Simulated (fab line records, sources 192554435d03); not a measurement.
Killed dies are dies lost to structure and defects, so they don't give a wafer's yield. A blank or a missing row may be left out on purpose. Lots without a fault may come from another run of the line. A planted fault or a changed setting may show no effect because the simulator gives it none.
Which tool did it? | flow n5_finfet | 24 lots, 72 wafers sampled, at 6 steps of a route of 1938

WHAT THE GAUGES READ, wafer by wafer
N5_BEOL_M3_OVL_MEAS_12. Usual: M3_OVL -0.2 nm, standard deviation 0.62.
lot  | measured     | on         | M3_OVL (nm)    | flag
L074 | day 7 07:57  | overlay-01 | -0.3 0.3 0.4   |
L076 | day 7 08:37  | overlay-02 | -0.2 -1.1 0.6  |
L075 | day 7 12:20  | overlay-02 | 0.3 1.4 -0.4   |
L077 | day 7 17:59  | overlay-02 | 0.7 -0.4 -0.8  |
L078 | day 7 18:19  | overlay-01 | -0.2 -0.3 -0.8 |
L079 | day 8 12:27  | overlay-02 | -0.1 -0.8 -0.4 |
L080 | day 8 22:09  | overlay-02 | -0.2 0.7 0.7   |
L081 | day 9 00:56  | overlay-02 | -0.3 0.4 1.3   |
L082 | day 9 01:06  | overlay-02 | -0.4 -0.2 -0.2 |
L083 | day 9 13:08  | overlay-01 | -0.4 0.3 -0.1  |
L085 | day 9 15:02  | overlay-01 | -0.3 -0.6 -1.1 |
L084 | day 9 17:55  | overlay-02 | -0.1 -0.6 0.9  |
L087 | day 10 20:10 | overlay-02 | -0.9 -0.5 -0.2 |
L086 | day 11 02:54 | overlay-02 | -0.6 -0.7 -0.7 |
L089 | day 11 04:26 | overlay-01 | -0.7 -0.1 0.2  |
L088 | day 11 11:16 | overlay-02 | -0.3 0.3 -0.4  |
L090 | day 11 12:25 | overlay-02 | 0.2 0.2 0.2    |
L094 | day 12 16:50 | overlay-01 | -1.2 -0.8 -0.6 |
L093 | day 12 17:59 | overlay-01 | 0.2 0.0 -0.5   |
L091 | day 12 17:37 | overlay-02 | 1.0 0.9 0.6    |
L095 | day 12 17:50 | overlay-01 | 0.6 0.8 0.4    |
L092 | day 12 18:52 | overlay-02 | -0.1 0.0 -0.3  |
L096 | day 12 20:14 | overlay-01 | -0.3 -2.0 -0.3 |
L097 | day 13 13:54 | overlay-02 | -0.6 0.1 -0.7  |

WHICH TOOL RAN EACH LOT (tool, then ch and the chambers of the sampled wafers, then the start)
lot  | N5_BEOL_M2_SURFACE_TREAT_85  | N5_BEOL_M2_SPUTTER_88        | N5_BEOL_M2_SPUTTER_90        | N5_BEOL_M2_SPUTTER_94        | N5_BEOL_M3_PECVD_72
L074 | pvd_sputter-01, day 7 01:02  | pvd_sputter-01, day 7 02:08  | pvd_sputter-01, day 7 02:22  | pvd_sputter-01, day 7 02:48  | pecvd-02 ch 0,1,2, day 7 04:32
L076 | pvd_sputter-03, day 7 04:14  | pvd_sputter-01, day 7 05:22  | pvd_sputter-01, day 7 05:35  | pvd_sputter-01, day 7 06:01  | pecvd-01 ch 0,2, day 7 07:28
L075 | pvd_sputter-03, day 7 04:58  | pvd_sputter-02, day 7 07:10  | pvd_sputter-02, day 7 07:23  | pvd_sputter-02, day 7 07:50  | pecvd-04 ch 0,2, day 7 09:17
L077 | pvd_sputter-01, day 7 12:55  | pvd_sputter-02, day 7 14:11  | pvd_sputter-02, day 7 14:24  | pvd_sputter-02, day 7 14:50  | pecvd-02 ch 0,1,2, day 7 16:18
L078 | pvd_sputter-03, day 7 13:18  | pvd_sputter-03, day 7 14:29  | pvd_sputter-03, day 7 14:42  | pvd_sputter-03, day 7 15:35  | pecvd-01 ch 0,1,2, day 7 17:19
L079 | pvd_sputter-02, day 8 07:59  | pvd_sputter-01, day 8 09:12  | pvd_sputter-01, day 8 09:25  | pvd_sputter-01, day 8 09:52  | pecvd-01 ch 0,1, day 8 11:17
L080 | pvd_sputter-01, day 8 17:28  | pvd_sputter-01, day 8 18:38  | pvd_sputter-01, day 8 18:52  | pvd_sputter-01, day 8 19:18  | pecvd-01 ch 0,2, day 8 20:46
L081 | pvd_sputter-03, day 8 18:49  | pvd_sputter-02, day 8 20:04  | pvd_sputter-02, day 8 20:17  | pvd_sputter-02, day 8 20:44  | pecvd-04 ch 0,2, day 8 22:10
L082 | pvd_sputter-02, day 8 19:09  | pvd_sputter-01, day 8 20:29  | pvd_sputter-01, day 8 20:42  | pvd_sputter-01, day 8 21:08  | pecvd-04 ch 1,2, day 8 22:35
L083 | pvd_sputter-01, day 9 09:10  | pvd_sputter-01, day 9 10:17  | pvd_sputter-01, day 9 10:30  | pvd_sputter-01, day 9 10:56  | pecvd-02 ch 0,1,2, day 9 12:31
L085 | pvd_sputter-02, day 9 10:56  | pvd_sputter-01, day 9 12:07  | pvd_sputter-01, day 9 12:20  | pvd_sputter-01, day 9 12:47  | pecvd-02 ch 1,2, day 9 14:13
L084 | pvd_sputter-02, day 9 12:29  | pvd_sputter-02, day 9 13:36  | pvd_sputter-02, day 9 13:49  | pvd_sputter-02, day 9 14:16  | pecvd-01 ch 1,2, day 9 15:42
L087 | pvd_sputter-02, day 10 16:01 | pvd_sputter-03, day 10 17:07 | pvd_sputter-03, day 10 17:20 | pvd_sputter-03, day 10 17:46 | pecvd-01 ch 0,2, day 10 19:33
L086 | pvd_sputter-03, day 10 21:26 | pvd_sputter-03, day 10 22:34 | pvd_sputter-03, day 10 22:47 | pvd_sputter-03, day 10 23:13 | pecvd-04 ch 1,2, day 11 00:51
L089 | pvd_sputter-02, day 10 23:55 | pvd_sputter-02, day 11 01:02 | pvd_sputter-02, day 11 01:16 | pvd_sputter-02, day 11 01:42 | pecvd-02 ch 0,1,2, day 11 03:08
L088 | pvd_sputter-01, day 11 05:16 | pvd_sputter-01, day 11 06:27 | pvd_sputter-01, day 11 06:40 | pvd_sputter-01, day 11 07:07 | pecvd-02 ch 0,1, day 11 09:01
L090 | pvd_sputter-01, day 11 08:32 | pvd_sputter-02, day 11 09:44 | pvd_sputter-02, day 11 09:57 | pvd_sputter-02, day 11 10:23 | pecvd-04 ch 0,1,2, day 11 11:54
L094 | pvd_sputter-02, day 12 08:07 | pvd_sputter-02, day 12 09:31 | pvd_sputter-02, day 12 09:44 | pvd_sputter-02, day 12 10:11 | pecvd-01 ch 1,2, day 12 11:37
L093 | pvd_sputter-01, day 12 10:14 | pvd_sputter-02, day 12 13:49 | pvd_sputter-02, day 12 14:02 | pvd_sputter-02, day 12 14:28 | pecvd-01 ch 1,2, day 12 15:54
L091 | pvd_sputter-03, day 12 10:22 | pvd_sputter-03, day 12 11:29 | pvd_sputter-03, day 12 11:42 | pvd_sputter-03, day 12 12:08 | pecvd-01 ch 0,2, day 12 13:35
L095 | pvd_sputter-03, day 12 10:24 | pvd_sputter-03, day 12 13:22 | pvd_sputter-03, day 12 13:35 | pvd_sputter-03, day 12 14:01 | pecvd-01 ch 0,1,2, day 12 15:28
L092 | pvd_sputter-03, day 12 12:26 | pvd_sputter-03, day 12 15:14 | pvd_sputter-03, day 12 15:28 | pvd_sputter-03, day 12 15:54 | pecvd-04 ch 0,1,2, day 12 17:22
L096 | pvd_sputter-03, day 12 14:19 | pvd_sputter-02, day 12 16:20 | pvd_sputter-02, day 12 16:33 | pvd_sputter-02, day 12 16:59 | pecvd-01 ch 0,1, day 12 19:04
L097 | pvd_sputter-03, day 13 10:04 | pvd_sputter-03, day 13 11:10 | pvd_sputter-03, day 13 11:23 | pvd_sputter-03, day 13 11:49 | pecvd-02 ch 0,1,2, day 13 13:15
- N5_BEOL_M2_SURFACE_TREAT_85
- N5_BEOL_M2_SPUTTER_88: material Cu, target thk 4.5 nm, time 8.29 s.
- N5_BEOL_M2_SPUTTER_90: material Cu, target thk 4.5 nm, time 8.29 s.
- N5_BEOL_M2_SPUTTER_94: material Cu, target thk 4.5 nm, time 8.29 s.
- N5_BEOL_M3_PECVD_72: deposits SiO2 from TEOS/O2, target thk 16 nm, time 18 s.

WHAT THE TOOLS THEMSELVES READ (means of the sampled wafers that have a number; where no wafer has one, the mark that the record gives instead)
N5_BEOL_M2_SPUTTER_88. Usual: chuck_gas_flow_sccm 1.26 sccm, standard deviation 0.049; substrate_temp_c -20.00 C, standard deviation 0.11; throttle_valve_pct 30.3 %, standard deviation 1.2.
lot  | tool           | chuck_gas_flow_sccm (sccm) | substrate_temp_c (C) | throttle_valve_pct (%) | flag
L074 | pvd_sputter-01 | 1.28                       | -20.08               | 30.3                   |
L076 | pvd_sputter-01 | 1.27                       | -20.01               | 30.8                   |
L075 | pvd_sputter-02 | 1.22                       | -20.11               | 29.2                   |
L077 | pvd_sputter-02 | 1.24                       | -19.87               | 28.9                   |
L078 | pvd_sputter-03 | 1.30                       | -20.07               | 30.5                   |
L079 | pvd_sputter-01 | 1.26                       | -20.01               | 31.1                   |
L080 | pvd_sputter-01 | 1.29                       | -20.02               | 30.8                   |
L081 | pvd_sputter-02 | 1.22                       | -19.98               | 29.0                   |
L082 | pvd_sputter-01 | 1.25                       | -20.07               | 31.2                   |
L083 | pvd_sputter-01 | 1.28                       | -20.00               | 31.1                   |
L085 | pvd_sputter-01 | 1.26                       | -20.08               | 30.8                   |
L084 | pvd_sputter-02 | 1.21                       | -20.05               | 29.2                   |
L087 | pvd_sputter-03 | 1.26                       | -19.99               | 30.8                   |
L086 | pvd_sputter-03 | 1.29                       | -20.03               | 30.9                   |
L089 | pvd_sputter-02 | 1.19                       | -20.06               | 29.1                   |
L088 | pvd_sputter-01 | 1.27                       | -19.94               | 30.7                   |
L090 | pvd_sputter-02 | 1.23                       | -20.08               | 29.0                   |
L094 | pvd_sputter-02 | 1.29                       | -19.97               | 28.8                   |
L093 | pvd_sputter-02 | 1.24                       | -19.96               | 29.1                   |
L091 | pvd_sputter-03 | 1.23                       | -20.03               | 30.5                   |
L095 | pvd_sputter-03 | 1.28                       | -20.05               | 31.4                   |
L092 | pvd_sputter-03 | 1.24                       | -19.87               | 30.7                   |
L096 | pvd_sputter-02 | 1.26                       | -19.96               | 29.3                   |
L097 | pvd_sputter-03 | 1.26                       | -19.98               | 30.8                   |

N5_BEOL_M2_SPUTTER_90. Usual: chuck_gas_flow_sccm 1.25 sccm, standard deviation 0.046; substrate_temp_c -20.00 C, standard deviation 0.11; throttle_valve_pct 30.3 %, standard deviation 1.2.
lot  | tool           | chuck_gas_flow_sccm (sccm) | substrate_temp_c (C) | throttle_valve_pct (%) | flag
L074 | pvd_sputter-01 | 1.24                       | -20.08               | 30.2                   |
L076 | pvd_sputter-01 | 1.25                       | -19.83               | 30.7                   |
L075 | pvd_sputter-02 | 1.22                       | -19.98               | 29.1                   |
L077 | pvd_sputter-02 | 1.29                       | -20.02               | 29.0                   |
L078 | pvd_sputter-03 | 1.29                       | -20.03               | 30.6                   |
L079 | pvd_sputter-01 | 1.22                       | -19.92               | 31.2                   |
L080 | pvd_sputter-01 | 1.25                       | -20.05               | 30.9                   |
L081 | pvd_sputter-02 | 1.19                       | -20.07               | 29.2                   |
L082 | pvd_sputter-01 | 1.27                       | -20.01               | 31.2                   |
L083 | pvd_sputter-01 | 1.31                       | -19.97               | 31.2                   |
L085 | pvd_sputter-01 | 1.27                       | -20.11               | 30.7                   |
L084 | pvd_sputter-02 | 1.26                       | -19.92               | 29.5                   |
L087 | pvd_sputter-03 | 1.22                       | -19.99               | 30.9                   |
L086 | pvd_sputter-03 | 1.27                       | -20.12               | 31.0                   |
L089 | pvd_sputter-02 | 1.27                       | -19.95               | 28.9                   |
L088 | pvd_sputter-01 | 1.24                       | -19.97               | 30.7                   |
L090 | pvd_sputter-02 | 1.27                       | -20.02               | 29.2                   |
L094 | pvd_sputter-02 | 1.24                       | -19.91               | 29.1                   |
L093 | pvd_sputter-02 | 1.26                       | -19.91               | 29.1                   |
L091 | pvd_sputter-03 | 1.22                       | -19.95               | 30.5                   |
L095 | pvd_sputter-03 | 1.28                       | -19.97               | 31.5                   |
L092 | pvd_sputter-03 | 1.26                       | -19.95               | 30.5                   |
L096 | pvd_sputter-02 | 1.21                       | -20.08               | 29.6                   |
L097 | pvd_sputter-03 | 1.25                       | -19.92               | 30.9                   |

N5_BEOL_M2_SPUTTER_94. Usual: chuck_gas_flow_sccm 1.26 sccm, standard deviation 0.048; substrate_temp_c -20.01 C, standard deviation 0.11; throttle_valve_pct 30.3 %, standard deviation 1.2.
lot  | tool           | chuck_gas_flow_sccm (sccm) | substrate_temp_c (C) | throttle_valve_pct (%) | flag
L074 | pvd_sputter-01 | 1.31                       | -20.12               | 30.4                   |
L076 | pvd_sputter-01 | 1.25                       | -20.12               | 30.9                   |
L075 | pvd_sputter-02 | 1.22                       | -20.03               | 29.2                   |
L077 | pvd_sputter-02 | 1.25                       | -19.97               | 28.8                   |
L078 | pvd_sputter-03 | 1.26                       | -19.92               | 30.5                   |
L079 | pvd_sputter-01 | 1.24                       | -19.96               | 31.3                   |
L080 | pvd_sputter-01 | 1.27                       | -20.08               | 30.8                   |
L081 | pvd_sputter-02 | 1.30                       | -20.03               | 29.1                   |
L082 | pvd_sputter-01 | 1.25                       | -20.03               | 31.3                   |
L083 | pvd_sputter-01 | 1.22                       | -19.93               | 31.3                   |
L085 | pvd_sputter-01 | 1.24                       | -20.02               | 30.9                   |
L084 | pvd_sputter-02 | 1.26                       | -20.07               | 29.3                   |
L087 | pvd_sputter-03 | 1.26                       | -19.95               | 30.8                   |
L086 | pvd_sputter-03 | 1.24                       | -20.00               | 31.0                   |
L089 | pvd_sputter-02 | 1.28                       | -19.93               | 28.9                   |
L088 | pvd_sputter-01 | 1.24                       | -20.03               | 30.8                   |
L090 | pvd_sputter-02 | 1.31                       | -20.02               | 29.1                   |
L094 | pvd_sputter-02 | 1.26                       | -20.09               | 29.0                   |
L093 | pvd_sputter-02 | 1.24                       | -19.98               | 29.0                   |
L091 | pvd_sputter-03 | 1.24                       | -19.85               | 30.6                   |
L095 | pvd_sputter-03 | 1.30                       | -19.98               | 31.4                   |
L092 | pvd_sputter-03 | 1.27                       | -20.05               | 30.6                   |
L096 | pvd_sputter-02 | 1.28                       | -20.08               | 29.3                   |
L097 | pvd_sputter-03 | 1.29                       | -20.05               | 30.8                   |

N5_BEOL_M3_PECVD_72. Usual: heater_power_w 745 W, standard deviation 100; showerhead_plenum_p_Torr 8.79 Torr, standard deviation 0.064; throttle_valve_pct 22.7 %, standard deviation 0.97.
lot  | tool     | heater_power_w (W) | showerhead_plenum_p_Torr (Torr) | throttle_valve_pct (%) | flag
L074 | pecvd-02 | 712                | 8.80                            | 22.4                   |
L076 | pecvd-01 | 723                | 8.76                            | 22.5                   |
L075 | pecvd-04 | 831                | 8.71                            | 23.8                   |
L077 | pecvd-02 | 693                | 8.81                            | 22.5                   |
L078 | pecvd-01 | 717                | 8.79                            | 22.4                   |
L079 | pecvd-01 | 784                | 8.79                            | 22.5                   |
L080 | pecvd-01 | 684                | 8.79                            | 22.3                   |
L081 | pecvd-04 | 810                | 8.78                            | 22.8                   |
L082 | pecvd-04 | 806                | 8.86                            | 23.0                   |
L083 | pecvd-02 | 666                | 8.80                            | 22.5                   |
L085 | pecvd-02 | 738                | 8.81                            | 22.1                   |
L084 | pecvd-01 | 706                | 8.84                            | 22.2                   |
L087 | pecvd-01 | 760                | 8.75                            | 22.7                   |
L086 | pecvd-04 | 799                | 8.83                            | 22.3                   |
L089 | pecvd-02 | 660                | 8.82                            | 22.4                   |
L088 | pecvd-02 | 619                | 8.81                            | 23.4                   |
L090 | pecvd-04 | 846                | 8.78                            | 23.5                   |
L094 | pecvd-01 | 774                | 8.83                            | 22.4                   |
L093 | pecvd-01 | 692                | 8.84                            | 22.3                   |
L091 | pecvd-01 | 790                | 8.74                            | 22.7                   |
L095 | pecvd-01 | 745                | 8.80                            | 22.6                   |
L092 | pecvd-04 | 770                | 8.78                            | 23.4                   |
L096 | pecvd-01 | 776                | 8.75                            | 22.7                   |
L097 | pecvd-02 | 673                | 8.80                            | 22.6                   |

THE ANSWER, worked out from the rows above alone
Rule: a lot is off if the mean of its wafers that have a number lies more than 3 standard deviations from the usual mean. A lot without any number at a reading at which 4 lots or more have one is off too. The other lots that the step has rows for count as sound. The gauges are gone through in route order, then the tools' own readings, and for those a lot's mean is taken as printed above. The first step at which some lot is off is used, and at that step the reading that is off furthest; a lot without a number counts as furthest.
No lot is off at any reading shown: from this, nothing can be told.

WHAT THE SIMULATOR HAD PUT IN
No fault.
